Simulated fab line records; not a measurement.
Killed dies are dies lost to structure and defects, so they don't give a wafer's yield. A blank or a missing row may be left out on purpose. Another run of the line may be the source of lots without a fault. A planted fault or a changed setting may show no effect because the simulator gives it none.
Split-lot trial || flow n5 finfet || route with 1938 steps; 7 lots, 21 wafers read

## SPLIT DETAILS
At N5_BEOL_M8_DEP_56 (deposits SiCN from 3MS/NH3, target thk 10 nm, time 17.5 s), the setting time s was moved away from the recipe's 17.5 s on 6 of the 21 wafers read, by -11.8% to +11.3%. This setting was run at the recipe's value on the other wafers.

The reading is taken at the split's own step.

## THE READING
SiCN_of_BEOL_M8_DEP_56.thk nm (the simulator's own value, which no gauge read), in nm, at N5_BEOL_M8_DEP_56 (deposits SiCN from 3MS/NH3, target thk 10 nm, time 17.5 s). The file does not state a usual value for it. The 15 wafers here that ran the recipe average 10.1 nm, standard deviation 0.16 nm.

{"wafer": "L078.1", "tool, chamber at the split": "pecvd-01, 0", "time s as run, s": 17.5, "against the recipe": "recipe", "SiCN_of_BEOL_M8_DEP_56.thk nm, nm": 10, "against lot-mates on the recipe": "-"}
{"wafer": "L078.2", "tool, chamber at the split": "pecvd-01, 2", "time s as run, s": 17.5, "against the recipe": "recipe", "SiCN_of_BEOL_M8_DEP_56.thk nm, nm": 10.2, "against lot-mates on the recipe": "-"}
{"wafer": "L078.6", "tool, chamber at the split": "pecvd-01, 2", "time s as run, s": 17.5, "against the recipe": "recipe", "SiCN_of_BEOL_M8_DEP_56.thk nm, nm": 10.4, "against lot-mates on the recipe": "-"}
{"wafer": "L079.4", "tool, chamber at the split": "pecvd-02, 1", "time s as run, s": 19.47, "against the recipe": "+11.3%", "SiCN_of_BEOL_M8_DEP_56.thk nm, nm": 11.2, "against lot-mates on the recipe": "+0.9"}
{"wafer": "L079.5", "tool, chamber at the split": "pecvd-02, 2", "time s as run, s": 17.5, "against the recipe": "recipe", "SiCN_of_BEOL_M8_DEP_56.thk nm, nm": 10.4, "against lot-mates on the recipe": "-"}
{"wafer": "L079.6", "tool, chamber at the split": "pecvd-02, 0", "time s as run, s": 17.5, "against the recipe": "recipe", "SiCN_of_BEOL_M8_DEP_56.thk nm, nm": 10.2, "against lot-mates on the recipe": "-"}
{"wafer": "L082.2", "tool, chamber at the split": "pecvd-01, 1", "time s as run, s": 17.5, "against the recipe": "recipe", "SiCN_of_BEOL_M8_DEP_56.thk nm, nm": 10, "against lot-mates on the recipe": "-"}
{"wafer": "L082.4", "tool, chamber at the split": "pecvd-01, 2,0", "time s as run, s": 17.5, "against the recipe": "recipe", "SiCN_of_BEOL_M8_DEP_56.thk nm, nm": 10.2, "against lot-mates on the recipe": "-"}
{"wafer": "L082.6", "tool, chamber at the split": "pecvd-01, 2,0", "time s as run, s": 17.5, "against the recipe": "recipe", "SiCN_of_BEOL_M8_DEP_56.thk nm, nm": 10.2, "against lot-mates on the recipe": "-"}
{"wafer": "L088.2", "tool, chamber at the split": "pecvd-01, 2,1,2", "time s as run, s": 17.5, "against the recipe": "recipe", "SiCN_of_BEOL_M8_DEP_56.thk nm, nm": 10, "against lot-mates on the recipe": "-"}
{"wafer": "L088.5", "tool, chamber at the split": "pecvd-01, 2,1,2", "time s as run, s": 17.5, "against the recipe": "recipe", "SiCN_of_BEOL_M8_DEP_56.thk nm, nm": 10, "against lot-mates on the recipe": "-"}
{"wafer": "L088.6", "tool, chamber at the split": "pecvd-01, 2,1,2", "time s as run, s": 17.5, "against the recipe": "recipe", "SiCN_of_BEOL_M8_DEP_56.thk nm, nm": 10, "against lot-mates on the recipe": "-"}
{"wafer": "L090.2", "tool, chamber at the split": "pecvd-01, 2", "time s as run, s": 17.5, "against the recipe": "recipe", "SiCN_of_BEOL_M8_DEP_56.thk nm, nm": 10, "against lot-mates on the recipe": "-"}
{"wafer": "L090.3", "tool, chamber at the split": "pecvd-01, 1", "time s as run, s": 17.5, "against the recipe": "recipe", "SiCN_of_BEOL_M8_DEP_56.thk nm, nm": 9.8, "against lot-mates on the recipe": "-"}
{"wafer": "L090.6", "tool, chamber at the split": "pecvd-01, 2", "time s as run, s": 16.27, "against the recipe": "-7.0%", "SiCN_of_BEOL_M8_DEP_56.thk nm, nm": 9.4, "against lot-mates on the recipe": -0.5}
{"wafer": "L092.1", "tool, chamber at the split": "pecvd-04, 2,1", "time s as run, s": 15.43, "against the recipe": "-11.8%", "SiCN_of_BEOL_M8_DEP_56.thk nm, nm": 8.8, "against lot-mates on the recipe": -1.4}
{"wafer": "L092.5", "tool, chamber at the split": "pecvd-04, 2,1", "time s as run, s": 15.43, "against the recipe": "-11.8%", "SiCN_of_BEOL_M8_DEP_56.thk nm, nm": 8.8, "against lot-mates on the recipe": -1.4}
{"wafer": "L092.6", "tool, chamber at the split": "pecvd-04, 0", "time s as run, s": 17.5, "against the recipe": "recipe", "SiCN_of_BEOL_M8_DEP_56.thk nm, nm": 10.2, "against lot-mates on the recipe": "-"}
{"wafer": "L094.3", "tool, chamber at the split": "pecvd-01, 0", "time s as run, s": 15.64, "against the recipe": "-10.6%", "SiCN_of_BEOL_M8_DEP_56.thk nm, nm": 9, "against lot-mates on the recipe": -1.0}
{"wafer": "L094.5", "tool, chamber at the split": "pecvd-01, 2", "time s as run, s": 15.64, "against the recipe": "-10.6%", "SiCN_of_BEOL_M8_DEP_56.thk nm, nm": 9.2, "against lot-mates on the recipe": -0.8}
{"wafer": "L094.6", "tool, chamber at the split": "pecvd-01, 0", "time s as run, s": 17.5, "against the recipe": "recipe", "SiCN_of_BEOL_M8_DEP_56.thk nm, nm": 10, "against lot-mates on the recipe": "-"}
If several chambers appear in one row, that row covers several wafers at once and the file leaves open which wafer was in which chamber.

FIT RESULTS
A straight line over all 21 wafers: SiCN_of_BEOL_M8_DEP_56.thk nm changes by +0.102 nm for each +1% of time s; r = +0.97; the points scatter about the line by 0.15 nm.
The same after taking each lot's own level away (the mean of its wafers on the recipe; 21 wafers): +0.0958 nm for each +1%; r = +0.97; scatter 0.14 nm.
According to that fit, moving time s by its largest amount changes the reading by 1.1 nm.
From 9.90 to 10.30 nm: that is the span of the lots' own levels, equal to 2.5 times the standard deviation above.
The two slopes are in agreement: the lot-to-lot level therefore moves the slope only a little.
Check: for one of the wafers moved furthest among these (-11.8%), held out of the fit, the line's prediction against its lot-mates is -1.08 nm. Against them it came out at -1.4 nm.

## ADDITIONAL SPLITS CARRIED BY THESE WAFERS
These wafers also went through other splits before the reading. Each is held against what the fit with the lots' levels taken away leaves over:
{"other split on the same wafers": "N5_BEOL_M6_SPUTTER_48 power w", "wafers away from the commonest value": 7, "r with SiCN_of_BEOL_M8_DEP_56.thk nm (lot level and that fit taken away)": "+0.26"}
{"other split on the same wafers": "N5_BEOL_M8_EXPOSE_08 dose mj", "wafers away from the commonest value": 7, "r with SiCN_of_BEOL_M8_DEP_56.thk nm (lot level and that fit taken away)": -0.01}
{"other split on the same wafers": "N5_BEOL_M8_DEVELOP_10 develop time s", "wafers away from the commonest value": 9, "r with SiCN_of_BEOL_M8_DEP_56.thk nm (lot level and that fit taken away)": "+0.08"}

## THE FILE'S OWN FIT
SiCN_of_BEOL_M8_DEP_56.thk nm changes by +0.0927 nm for each +1% of time s, r = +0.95.
